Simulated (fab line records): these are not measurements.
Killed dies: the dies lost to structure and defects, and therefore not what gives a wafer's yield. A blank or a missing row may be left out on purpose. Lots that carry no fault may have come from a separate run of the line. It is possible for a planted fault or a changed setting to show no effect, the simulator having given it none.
fab line records	flow nand-harc
record: lots: 6	wafers: 18	last-day: 23
route steps=1159 shown P_ZERO_WELL@29 P_STI@69 END@1159
lots untouched by any fault: they come from a run of this same line in which no faults occurred
start-h: the number of hours between the record's first day and the start of the first shown wafer of the lot	wait-h: how many hours have passed since the lot's step before this one	" same as the row above	L1.1+2: one row covering several wafers at once	- either no value or no given start	* or withheld: withheld	< > ~ a bound
route shown NAME@n: a module of which the file shows steps, and the number in the route of the first	usual: mean/standard deviation taken from wafers without a fault	same: alike in all rows	chamber/n: place in a boat	sites: each site's reading	_std_site: the standard deviation of these	_edge_site: inner sites' mean taken away from outer sites' mean	radius-mm: how far each site lies from the wafer's centre	mask NAME#n: copy n	behind: tool/chamber where the wafer was last shaped	hold: reason for holding the lot/hours on hold/outcome of the hold	device: names the non-switching transistor (n, p or np)	end of line: the route-end tests of the same wafers	for a step that has no rows: nothing shown but its recipe	killed: dies lost to structure and defects at the first sort, not the wafer's yield	map: per-die view of a wafer (x killed, . not killed, _ where there is no die)
set.NAME: the setting as run; set.NAME@STEP: as run at that earlier step	model.NAME: the simulator's own value behind a step, which no gauge read
lots at some steps of the route; a table a step, a row a wafer
services: a tool's chamber out of use, with start hour (start-h, from the record's first day; less than 0 if before it), hours out, and reason
== steps ==
step: NHARC_P_ZERO_WELL_CD_MEAS_24
recipe: target-cd-nm: 720	landing-energy-ev: 500
usual: cd-nm: 719.4/1.2
lot.wafer	tool	chamber	start-h	wait-h	cd-nm
L636.1	cd-sem-01	0	14.53	-	719.5
L636.2	"	0	"	"	719.1
L636.3	"	0	"	"	722.5
L642.1	cd-sem-01	0	50.51	-	717.2
L642.2	"	0	"	"	718.9
L642.4	"	0	"	"	718.0
L643.1	cd-sem-03	0	56.45	-	718.8
L643.3	"	0	"	"	719.1
L643.5	"	0	"	"	719.3
L649.2	cd-sem-03	0	92.40	-	720.3
L649.3	"	0	"	"	719.4
L649.4	"	0	"	"	719.3
L652.2	cd-sem-03	0	110.45	-	720.0
L652.4	"	0	"	"	721.6
L652.5	"	0	"	"	720.0
L654.1	cd-sem-01	0	122.61	-	720.4
L654.5	"	0	"	"	719.6
L654.6	"	0	"	"	721.0
step: NHARC_P_ZERO_WELL_HARDBAKE_25
recipe: temp-c: 125	time-s: 80
step: NHARC_P_ZERO_WELL_DESCUM_26
recipe: time-s: 3	o2-flow-sccm: 200	ar-flow-sccm: 0	bias-power-w: 0	chemistry: O2
usual: drypump-motor-current-A: 5.6/0.36	oes-product-au: 0.999/0.0094	rf-vpp-V: 57.7/0.84	showerhead-plenum-p-Torr: 1.90/0.091	throttle-valve-pct: 11.312/0.0083
same: bias-power-w: 0
lot.wafer	tool	chamber	start-h	wait-h	drypump-motor-current-A	oes-product-au	rf-hours-counter-h	rf-vpp-V	showerhead-plenum-p-Torr	throttle-valve-pct
L636.3	rie-diel-09	2	14.70	-	5.8	0.986	7	58.3	1.81	11.311
L636.2	"	3	"	"	5.6	0.985	7	58.1	1.85	11.307
L636.1	"	0	"	"	5.2	1.003	7	56.8	2.03	11.312
L642.1	rie-diel-05	3	50.67	-	5.0	1.009	5	56.4	1.81	11.304
L642.2	"	0	"	"	6.0	0.999	2	56.9	1.86	11.320
L642.4	"	0	"	"	6.0	0.987	-	59.1	1.87	11.321
L643.1	rie-diel-09	1	56.61	-	5.7	1.003	9	58.2	2.04	11.310
L643.3	"	3	"	"	5.7	0.986	10	57.5	1.85	11.313
L643.5	"	2	"	"	5.8	0.986	-	57.8	1.81	11.322
L649.2	rie-diel-09	2	92.56	-	5.8	0.980	0	57.6	1.81	11.313
L649.3	"	3	"	"	5.7	0.980	0	58.3	1.85	11.311
L649.4	"	0	"	"	5.2	1.003	0	59.1	2.03	11.311
L652.2	rie-diel-05	2	110.62	-	5.5	1.004	5	57.4	1.84	11.318
L652.4	"	1	"	"	6.3	1.009	7	59.1	2.02	11.299
L652.5	"	3	"	"	5.0	1.000	-	58.6	1.81	11.318
L654.1	rie-diel-09	1	122.80	-	5.7	0.993	3	58.0	2.04	11.302
L654.6	"	3	"	"	5.6	0.994	-	58.3	1.85	11.298
L654.5	"	1	"	"	5.7	0.993	-	56.9	2.04	11.313
step: NHARC_P_ZERO_WELL_IMPLANT_27
recipe: energy-kev: 600	dose-cm2: 1e+13	tilt-deg: 7
step: NHARC_P_ZERO_WELL_IMPLANT_57
recipe: energy-kev: 250	dose-cm2: 4e+12	tilt-deg: 7
step: NHARC_P_ZERO_WELL_IMPLANT_58
recipe: energy-kev: 100	dose-cm2: 2e+12	tilt-deg: 7
step: NHARC_P_ZERO_WELL_STRIP_28
recipe: time-s: 840	temp-c: 130	chemistry: SPM
step: NHARC_P_ZERO_WELL_DEHYDRATE_29
recipe: temp-c: 150	time-s: 120
step: NHARC_P_ZERO_WELL_HMDS_30
recipe: time-s: 30
step: NHARC_P_ZERO_WELL_COAT_31
recipe: spin-rpm: withheld
step: NHARC_P_ZERO_WELL_SOFTBAKE_32
recipe: temp-c: 122	time-s: 95
step: NHARC_P_ZERO_WELL_EBR_33
step: NHARC_P_ZERO_WELL_EXPOSE_34
recipe: na: 0.6	target-cd-nm: 720	dose-mj: 22.31	mask-id: P_PWELL
usual: focus-offset-nm: 0.0/0.57
same: na: 0.6
lot.wafer	tool	chamber	start-h	wait-h	mask	focus-offset-nm	model.P_ZERO_WELL.overlay-x-nm
L636.1	krf-scanner-03	0	16.06	-	P_PWELL#0	0.6	-6.668
L636.2	"	0	"	"	P_PWELL#0	0.6	-6.668
L636.3	"	0	"	"	P_PWELL#0	0.8	-6.668
L642.1	krf-scanner-03	0	52.07	-	P_PWELL#0	0.4	241.9
L642.2	"	0	"	"	P_PWELL#0	-0.5	241.9
L642.4	"	0	"	"	P_PWELL#0	-0.7	241.9
L643.1	krf-scanner-03	0	57.85	-	P_PWELL#0	-0.2	248.2
L643.3	"	0	"	"	P_PWELL#0	0.1	248.2
L643.5	"	0	"	"	P_PWELL#0	0.0	248.2
L649.2	krf-scanner-02	0	93.89	-	P_PWELL#0	-0.1	-0.4191
L649.3	"	0	"	"	P_PWELL#0	0.5	-0.4191
L649.4	"	0	"	"	P_PWELL#0	0.1	-0.4191
L652.2	krf-scanner-02	0	111.97	-	P_PWELL#0	-0.5	-8.05
L652.4	"	0	"	"	P_PWELL#0	-1.2	-8.05
L652.5	"	0	"	"	P_PWELL#0	-0.7	-8.05
L654.1	krf-scanner-04	0	124.00	-	P_PWELL#0	0.5	5.112
L654.5	"	0	"	"	P_PWELL#0	1.3	5.112
L654.6	"	0	"	"	P_PWELL#0	0.6	5.112
step: NHARC_P_ZERO_WELL_PEB_35
recipe: peb-temp-c: 118	peb-time-s: 85
step: NHARC_P_ZERO_WELL_DEVELOP_36
recipe: time-s: 70
step: NHARC_P_ZERO_WELL_CD_MEAS_37
recipe: target-cd-nm: 720	landing-energy-ev: 500
usual: cd-nm: 718.8/1.4
lot.wafer	tool	chamber	start-h	wait-h	cd-nm
L636.1	cd-sem-02	0	16.22	-	716.9
L636.2	"	0	"	"	718.1
L636.3	"	0	"	"	717.8
L642.1	cd-sem-03	0	52.23	-	720.1
L642.2	"	0	"	"	719.9
L642.4	"	0	"	"	720.7
L643.1	cd-sem-01	0	58.01	-	716.6
L643.3	"	0	"	"	717.8
L643.5	"	0	"	"	719.7
L649.2	cd-sem-01	0	94.04	-	718.6
L649.3	"	0	"	"	718.2
L649.4	"	0	"	"	719.2
L652.2	cd-sem-03	0	112.13	-	719.7
L652.4	"	0	"	"	718.7
L652.5	"	0	"	"	718.8
L654.1	cd-sem-03	0	124.15	-	720.0
L654.5	"	0	"	"	721.3
L654.6	"	0	"	"	721.4
step: NHARC_P_ZERO_WELL_HARDBAKE_38
recipe: temp-c: 125	time-s: 80
step: NHARC_P_ZERO_WELL_DESCUM_39
recipe: time-s: 3	o2-flow-sccm: 200	ar-flow-sccm: 0	bias-power-w: 0	chemistry: O2
usual: drypump-motor-current-A: 5.6/0.32	oes-product-au: 1.002/0.0088	rf-vpp-V: 57.8/0.91	showerhead-plenum-p-Torr: 1.90/0.087	throttle-valve-pct: 11.311/0.0087
same: bias-power-w: 0
lot.wafer	tool	chamber	start-h	wait-h	drypump-motor-current-A	oes-product-au	rf-hours-counter-h	rf-vpp-V	showerhead-plenum-p-Torr	throttle-valve-pct
L636.2	rie-diel-09	0	16.40	-	5.2	1.004	7	57.8	2.03	11.314
L636.1	"	2	"	"	5.8	0.990	7	58.4	1.81	11.325
L636.3	"	3	"	"	5.6	0.985	7	57.4	1.85	11.325
L642.2	rie-diel-09	2	52.40	-	5.8	0.994	10	57.7	1.81	11.305
L642.4	"	3	"	"	5.6	0.992	10	57.4	1.85	11.306
L642.1	"	1	"	"	5.7	0.992	9	59.3	2.04	11.320
L643.1	rie-diel-06	0	58.18	-	5.2	0.998	9	56.9	1.83	11.311
L643.3	"	2	"	"	5.7	1.004	9	58.0	2.00	11.305
L643.5	"	0	"	"	5.2	1.000	-	56.0	1.83	11.321
L649.2	rie-diel-06	3	94.20	-	5.9	1.013	1	56.6	1.84	11.319
L649.4	"	1	"	"	5.6	1.018	1	56.0	1.83	11.305
L649.3	"	2	"	"	5.7	0.998	1	56.7	2.00	11.309
L652.4	rie-diel-06	2	112.28	-	5.7	0.996	3	58.0	2.00	11.309
L652.2	"	0	"	"	5.2	1.009	2	58.1	1.83	11.305
L652.5	"	2	"	"	5.7	1.004	-	59.1	2.00	11.299
L654.1	rie-diel-09	3	124.31	-	5.6	1.008	3	56.8	1.85	11.303
L654.6	"	3	"	"	5.7	1.003	-	56.6	1.85	11.316
L654.5	"	0	"	"	5.2	1.000	-	58.3	2.03	11.312
step: NHARC_P_ZERO_WELL_IMPLANT_40
recipe: energy-kev: 300	dose-cm2: 1e+13	tilt-deg: 7
step: NHARC_P_ZERO_WELL_IMPLANT_59
recipe: energy-kev: 120	dose-cm2: 5e+12	tilt-deg: 7
step: NHARC_P_ZERO_WELL_IMPLANT_60
recipe: energy-kev: 30	dose-cm2: 2e+12	tilt-deg: 7
step: NHARC_P_ZERO_WELL_STRIP_41
recipe: time-s: 840	temp-c: 130	chemistry: SPM
step: NHARC_P_ZERO_WELL_DEHYDRATE_44
recipe: temp-c: 150	time-s: 120
step: NHARC_P_ZERO_WELL_HMDS_45
recipe: time-s: 30
step: NHARC_P_ZERO_WELL_COAT_46
recipe: spin-rpm: withheld
step: NHARC_P_ZERO_WELL_SOFTBAKE_47
recipe: temp-c: 122	time-s: 95
step: NHARC_P_ZERO_WELL_EBR_48
step: NHARC_P_ZERO_WELL_EXPOSE_49
recipe: na: 0.6	target-cd-nm: 2000	dose-mj: 22.64	mask-id: P_HVPW
step: NHARC_P_ZERO_WELL_PEB_50
recipe: peb-temp-c: 118	peb-time-s: 85
step: NHARC_P_ZERO_WELL_DEVELOP_51
recipe: time-s: 70
step: NHARC_P_ZERO_WELL_CD_MEAS_52
recipe: target-cd-nm: 2000	landing-energy-ev: 500
usual: cd-nm: 1999.1/1.4
lot.wafer	tool	chamber	start-h	wait-h	cd-nm
L636.1	cd-sem-02	0	17.92	-	1999.0
L636.2	"	0	"	"	1999.2
L636.3	"	0	"	"	2000.4
L642.1	cd-sem-01	0	53.89	-	2001.2
L642.2	"	0	"	"	1998.6
L642.4	"	0	"	"	1997.9
L643.1	cd-sem-03	0	59.70	-	1997.4
L643.3	"	0	"	"	1998.4
L643.5	"	0	"	"	1996.3
L649.2	cd-sem-01	0	95.56	-	1997.9
L649.3	"	0	"	"	1998.0
L649.4	"	0	"	"	1997.6
L652.2	cd-sem-03	0	113.77	-	1997.0
L652.4	"	0	"	"	1999.5
L652.5	"	0	"	"	1998.1
L654.1	cd-sem-03	0	125.82	-	2001.7
L654.5	"	0	"	"	2000.0
L654.6	"	0	"	"	1999.6
step: NHARC_P_ZERO_WELL_HARDBAKE_53
recipe: temp-c: 125	time-s: 80
step: NHARC_P_ZERO_WELL_DESCUM_54
recipe: time-s: 3	o2-flow-sccm: 200	ar-flow-sccm: 0	bias-power-w: 0	chemistry: O2
usual: drypump-motor-current-A: 5.6/0.37	oes-product-au: 0.997/0.0087	rf-vpp-V: 57.9/1	showerhead-plenum-p-Torr: 1.91/0.094	throttle-valve-pct: 11.311/0.0089
same: bias-power-w: 0
lot.wafer	tool	chamber	start-h	wait-h	drypump-motor-current-A	oes-product-au	rf-hours-counter-h	rf-vpp-V	showerhead-plenum-p-Torr	throttle-valve-pct
L636.1	rie-diel-05	2	18.08	-	5.5	0.999	2	58.4	1.84	11.306
L636.2	"	3	"	"	5.0	0.991	2	57.6	1.81	11.308
L636.3	"	2	"	"	5.5	1.005	-	56.8	1.84	11.335
L642.2	rie-diel-09	0	54.05	-	5.2	0.991	9	58.2	2.03	11.306
L642.1	"	1	"	"	5.7	0.984	9	59.0	2.04	11.326
L642.4	"	3	"	"	5.7	0.995	10	57.4	1.85	11.308
L643.1	rie-diel-05	1	59.88	-	6.3	1.006	4	57.8	2.02	11.305
L643.3	"	3	"	"	5.0	0.999	6	55.9	1.81	11.316
L643.5	"	0	"	"	6.0	1.013	-	58.0	1.86	11.310
L649.3	rie-diel-09	3	95.72	-	5.7	0.984	1	57.3	1.85	11.319
L649.4	"	1	"	"	5.7	0.994	1	57.6	2.04	11.305
L649.2	"	2	"	"	5.8	0.988	1	56.5	1.81	11.316
L652.4	rie-diel-09	3	113.92	-	5.6	0.989	2	57.5	1.85	11.306
L652.2	"	0	"	"	5.2	0.989	2	60.1	2.03	11.303
L652.5	"	3	"	"	5.6	0.991	-	58.3	1.85	11.315
L654.1	rie-diel-09	0	125.98	-	5.2	0.988	3	58.8	2.03	11.329
L654.5	"	1	"	"	5.7	0.981	-	58.1	2.04	11.309
L654.6	"	3	"	"	5.6	0.978	-	57.8	1.85	11.299
step: NHARC_P_ZERO_WELL_IMPLANT_55
recipe: energy-kev: 180	dose-cm2: 8e+11	tilt-deg: 7
step: NHARC_P_ZERO_WELL_IMPLANT_61
recipe: energy-kev: 30	dose-cm2: 5e+11	tilt-deg: 7
step: NHARC_P_ZERO_WELL_STRIP_56
recipe: time-s: 840	temp-c: 130	chemistry: SPM
step: NHARC_P_ZERO_WELL_PRECLEAN_68
recipe: time-s: 60	temp-c: 50	bath-age-min: 0	chemistry: SC1
step: NHARC_P_ZERO_WELL_SRD_69
step: NHARC_P_ZERO_WELL_RTA_42
recipe: temp-c: 1100	time-s: 300
usual: lamp-power-pct: 32.3/0.81	lamp_zone_1_pct: 32.3/0.81	lamp_zone_6_pct: 32.2/0.81	wafer_temp_C_max: 1105.8/1.3
lot.wafer	tool	chamber	start-h	wait-h	lamp-power-pct	lamp_zone_1_pct	lamp_zone_6_pct	wafer_temp_C_max
L636.1	rtp-anneal-02	0	19.16	-	33.0	33.0	33.0	1109.1
L636.2	"	0	"	"	33.0	33.0	33.0	1108.0
L636.3	"	0	"	"	33.0	33.0	33.0	1110.1
L642.1	rtp-anneal-02	0	55.12	-	33.1	33.0	33.1	1105.7
L642.2	"	0	"	"	33.0	33.1	33.0	1108.0
L642.4	"	0	"	"	33.1	33.1	33.0	1105.3
L643.1	rtp-anneal-01	0	60.87	-	31.4	31.5	31.4	1105.3
L643.3	"	0	"	"	31.5	31.4	31.4	1105.4
L643.5	"	0	"	"	31.4	31.5	31.4	1105.9
L649.2	rtp-anneal-01	0	96.80	-	31.4	31.4	31.4	1104.2
L649.3	"	0	"	"	31.5	31.5	31.4	1104.9
L649.4	"	0	"	"	31.5	31.4	31.5	1105.0
L652.2	rtp-anneal-02	0	115.01	-	33.1	33.1	33.1	1105.6
L652.4	"	0	"	"	33.1	33.1	33.0	1106.3
L652.5	"	0	"	"	33.1	33.0	33.0	1105.8
L654.1	rtp-anneal-01	0	126.98	-	31.4	31.3	31.3	1105.1
L654.5	"	0	"	"	31.3	31.4	31.3	1106.3
L654.6	"	0	"	"	31.3	31.3	31.2	1103.9
step: NHARC_P_ZERO_WELL_INSPECT_43
usual: raw-defect-count: 12/5.8
lot.wafer	tool	chamber	start-h	wait-h	raw-defect-count
L636.1	defect-inspect-01	-	19.84	0.6	7
L636.2	"	-	"	"	6
L636.3	"	-	"	"	11
L642.1	defect-inspect-02	-	55.80	0.6	6
L642.2	"	-	"	"	9
L642.4	"	-	"	"	3
L643.1	defect-inspect-02	-	61.55	0.6	10
L643.3	"	-	"	"	11
L643.5	"	-	"	"	9
L649.2	defect-inspect-02	-	97.37	0.5	17
L649.3	"	-	"	"	22
L649.4	"	-	"	"	21
L652.2	defect-inspect-01	-	115.59	0.5	12
L652.4	"	-	"	"	11
L652.5	"	-	"	"	10
L654.1	defect-inspect-01	-	127.64	0.6	10
L654.5	"	-	"	"	17
L654.6	"	-	"	"	10
step: NHARC_P_STI_ETCH_26
recipe: target-depth-a: 110	chemistry: dHF	material: SiO2
step: NHARC_P_STI_PRECLEAN_27
recipe: time-s: *	temp-c: 50	bath-age-min: 0	chemistry: SC1
step: NHARC_END_SORT_01
recipe: temp-c: 25
usual: killed-at-array: 27/11	killed-at-other: 0.8/1.1	killed-at-periphery: 2.8/1.9	killed-dies: 30/11	killed-open: 3.3/1.8	killed-short: 2.3/1.5
same: gross-dies: 677
lot.wafer	tool	chamber	start-h	wait-h	killed-at-array	killed-at-other	killed-at-periphery	killed-dies	killed-open	killed-short
L643.1	prober-01	0	481.74	2.5	14	1	662	677	8	4
L643.3	prober-01	0	483.34	3.1	18	1	658	677	5	5
L643.5	prober-01	0	484.94	3.7	11	0	666	677	1	3
L642.1	prober-02	0	481.78	2.5	38	2	637	677	2	0
L642.2	prober-02	0	482.57	2.8	30	2	645	677	0	0
L642.4	prober-02	0	484.15	3.4	29	1	647	677	2	3
killed by level:class
L643.1 P_ZERO_WELL:overlay=658 A_CONTACT:chamber-film-flake=4 A_BLC:geometric-particle:open=3 A_WL_FILL:geometric-particle:short=2 A_CONTACT:geometric-particle:open=2 P_CONTACT:geometric-particle:open=1 P_M0:geometric-particle:short=1 P_M2:geometric-particle:open=1
L642.1 P_ZERO_WELL:overlay=636 A_CHANNEL_HOLE_D1:chamber-film-flake=19 A_SLIT:chamber-film-flake=6 A_CONTACT:chamber-film-flake=6 A_STAIRCASE:chamber-film-flake=2 A_WL_FILL:chamber-film-flake=2 THIN_TSV:chamber-film-flake=2 A_CHANNEL_FILL_D1:geometric-particle:open=1
L642.2 P_ZERO_WELL:overlay=645 A_SLIT:chamber-film-flake=16 A_CHANNEL_HOLE_D1:chamber-film-flake=9 A_ZERO_WELL:chamber-film-flake=2 A_WL_FILL:chamber-film-flake=2 THIN_TSV:chamber-film-flake=2 A_CONTACT:chamber-film-flake=1
L643.3 P_ZERO_WELL:overlay=656 A_CHANNEL_HOLE_D1:chamber-film-flake=5 A_CHANNEL_FILL_D1:geometric-particle:open=2 A_CHANNEL_FILL_D1:chamber-film-flake=2 A_CONTACT:chamber-film-flake=2 P_CONTACT:geometric-particle:short=1 P_M1:geometric-particle:open=1 A_ONON_D1:geometric-particle:short=1
L642.4 P_ZERO_WELL:overlay=647 A_SLIT:chamber-film-flake=12 A_CHANNEL_HOLE_D1:chamber-film-flake=7 A_CONTACT:chamber-film-flake=3 A_WL_FILL:geometric-particle:short=2 A_WL_FILL:geometric-particle:open=2 A_CHANNEL_FILL_D1:geometric-particle:short=1 A_ZERO_WELL:chamber-film-flake=1
L643.5 P_ZERO_WELL:overlay=665 A_CONTACT:chamber-film-flake=5 A_CHANNEL_HOLE_D1:chamber-film-flake=2 P_M0:geometric-particle:short=1 A_ONON_D1:geometric-particle:short=1 A_CHANNEL_FILL_D1:geometric-particle:short=1 A_CHANNEL_FILL_D1:geometric-particle:open=1 A_STAIRCASE:chamber-film-flake=1
map L642.1 (x killed, . not)
____________x____________
_________xxxxxxx_________
_______xxxxxxxxxxx_______
______xxxxxxxxxxxxx______
_____xxxxxxxxxxxxxxx_____
____xxxxxxxxxxxxxxxxx____
____xxxxxxxxxxxxxxxxx____
___xxxxxxxxxxxxxxxxxxx___
___xxxxxxxxxxxxxxxxxxx___
__xxxxxxxxxxxxxxxxxxxxx__
__xxxxxxxxxxxxxxxxxxxxx__
_xxxxxxxxxxxxxxxxxxxxxxx_
_xxxxxxxxxxxxxxxxxxxxxxx_
_xxxxxxxxxxxxxxxxxxxxxxx_
_xxxxxxxxxxxxxxxxxxxxxxx_
_xxxxxxxxxxxxxxxxxxxxxxx_
xxxxxxxxxxxxxxxxxxxxxxxxx
xxxxxxxxxxxxxxxxxxxxxxxxx
xxxxxxxxxxxxxxxxxxxxxxxxx
xxxxxxxxxxxxxxxxxxxxxxxxx
xxxxxxxxxxxxxxxxxxxxxxxxx
_xxxxxxxxxxxxxxxxxxxxxxx_
_xxxxxxxxxxxxxxxxxxxxxxx_
_xxxxxxxxxxxxxxxxxxxxxxx_
_xxxxxxxxxxxxxxxxxxxxxxx_
_xxxxxxxxxxxxxxxxxxxxxxx_
__xxxxxxxxxxxxxxxxxxxxx__
__xxxxxxxxxxxxxxxxxxxxx__
___xxxxxxxxxxxxxxxxxxx___
___xxxxxxxxxxxxxxxxxxx___
____xxxxxxxxxxxxxxxxx____
____xxxxxxxxxxxxxxxxx____
_____xxxxxxxxxxxxxxx_____
______xxxxxxxxxxxxx______
_______xxxxxxxxxxx_______
_________xxxxxxx_________
____________x____________
map L643.1 (x killed, . not)
____________x____________
_________xxxxxxx_________
_______xxxxxxxxxxx_______
______xxxxxxxxxxxxx______
_____xxxxxxxxxxxxxxx_____
____xxxxxxxxxxxxxxxxx____
____xxxxxxxxxxxxxxxxx____
___xxxxxxxxxxxxxxxxxxx___
___xxxxxxxxxxxxxxxxxxx___
__xxxxxxxxxxxxxxxxxxxxx__
__xxxxxxxxxxxxxxxxxxxxx__
_xxxxxxxxxxxxxxxxxxxxxxx_
_xxxxxxxxxxxxxxxxxxxxxxx_
_xxxxxxxxxxxxxxxxxxxxxxx_
_xxxxxxxxxxxxxxxxxxxxxxx_
_xxxxxxxxxxxxxxxxxxxxxxx_
xxxxxxxxxxxxxxxxxxxxxxxxx
xxxxxxxxxxxxxxxxxxxxxxxxx
xxxxxxxxxxxxxxxxxxxxxxxxx
xxxxxxxxxxxxxxxxxxxxxxxxx
xxxxxxxxxxxxxxxxxxxxxxxxx
_xxxxxxxxxxxxxxxxxxxxxxx_
_xxxxxxxxxxxxxxxxxxxxxxx_
_xxxxxxxxxxxxxxxxxxxxxxx_
_xxxxxxxxxxxxxxxxxxxxxxx_
_xxxxxxxxxxxxxxxxxxxxxxx_
__xxxxxxxxxxxxxxxxxxxxx__
__xxxxxxxxxxxxxxxxxxxxx__
___xxxxxxxxxxxxxxxxxxx___
___xxxxxxxxxxxxxxxxxxx___
____xxxxxxxxxxxxxxxxx____
____xxxxxxxxxxxxxxxxx____
_____xxxxxxxxxxxxxxx_____
______xxxxxxxxxxxxx______
_______xxxxxxxxxxx_______
_________xxxxxxx_________
____________x____________
== services ==
tool	chamber	start-h	hours	kind
krf-scanner-03	-	-4.00	4.0	pm
rie-diel-05	-	0.61	1.1	repair
krf-scanner-02	-	1.25	0.1	repair
rie-diel-05	0	5.89	18.1	repair
rie-diel-09	0	7.11	-	clean
rie-diel-09	1	7.11	-	clean
rie-diel-09	2	7.11	-	clean
rie-diel-09	3	7.11	-	clean
krf-scanner-02	-	12.01	2.2	repair
rie-diel-05	1	15.73	12.7	repair
rie-diel-05	2	19.25	44.4	repair
rie-diel-09	0	31.61	-	clean
rie-diel-09	1	31.61	-	clean
rie-diel-09	2	31.61	-	clean
rie-diel-09	3	31.61	-	clean
krf-scanner-02	-	38.00	4.0	pm
rie-diel-09	0	56.11	-	clean
rie-diel-09	1	56.11	-	clean
rie-diel-06	-	64.20	9.0	pm
rie-diel-09	-	77.11	9.0	pm
krf-scanner-03	-	78.45	12.5	repair
krf-scanner-03	-	111.33	1.3	repair
rie-diel-09	2	114.31	30.4	repair
krf-scanner-04	-	126.00	4.0	pm
== key ==
first-sign: step: NHARC_END_SORT_01	reading: killed-at-periphery	direction: up	sigmas: 99+	usual: 2.8	struck: 652.5
effect: step: NHARC_END_SORT_01	reading: killed-dies	direction: up	sigmas: 59	usual: 30	struck: 677
model-effect: step: NHARC_P_ZERO_WELL_EXPOSE_34	value: P_ZERO_WELL.overlay-x-nm	without: -1.427	struck: 245.1
more-kills-born-at: NHARC_P_ZERO_WELL_EXPOSE_34@krf-scanner-03: 3907
met-at NHARC_P_ZERO_WELL_EXPOSE_34
struck-wafers L642.1,L642.2,L642.4,L643.1,L643.3,L643.5
tester-left-out L642,L643
onset-between 16.06 52.07
fault: kind: scanner-matching-overlay	tool: krf-scanner-03	chamber: -	onset-h: 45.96	steps: NHARC_P_ZERO_WELL_EXPOSE_34	offset: 246.48
tester-left-out: of these lots the tester's yield and bins aren't shown, on N5 and GAA mostly nor the transistor test; their killed dies are dies lost to structure and defects alone, not to doping, threshold or leakage, so they don't give the yield
